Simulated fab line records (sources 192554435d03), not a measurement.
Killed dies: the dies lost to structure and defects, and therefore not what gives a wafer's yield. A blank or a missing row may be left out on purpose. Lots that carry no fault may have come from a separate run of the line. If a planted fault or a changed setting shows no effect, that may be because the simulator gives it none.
Matching of chambers -- flow n5Finfet -- 4 sister chambers for N5_BEOL_M5_DESCUM_33 on rieDiel-05
The step chemistry O2, time 7 s. 4 wafers are shown with their chamber, then 7 later ones without.

WAFERS, EACH WITH ITS CHAMBER
wafer,chamber,drypumpMotorCurrentA (A)
L082.5,0,5.9
L086.5,3,4.7
L093.1,1,5.2
L093.3,2,6.3

WAFERS WITHOUT THEIR CHAMBER
wafer,drypumpMotorCurrentA (A)
L093.5,4.7
L091.1,6.3
L091.2,5.2
L091.4,5.8
L095.3,4.7
L095.4,5.2
L095.6,5.8

THE CHAMBER EACH PASSED THROUGH
wafer,from the rows above,in truth
L093.5,3,3
L091.1,2,2
L091.2,1,1
L091.4,0,0
L095.3,3,3
L095.4,1,1
L095.6,0,0
Placed correctly: 7 of 7. Left unplaced by these rows: 0. Placed wrongly: 0.
How it was worked out, from the rows above alone: a wafer's distance from a chamber is the root of the sum, over the readings, of the square of ((its reading less the chamber's mean) divided by the reading's scatter). The wafer belongs to the nearest chamber; if the next one is less than 2 further off, it can't be placed. The mean given for a chamber averages the wafers shown for that chamber. The scatter (one wafer shown for each chamber): square how far every hidden wafer sits from the nearest shown wafer, average those squares and take the square root.
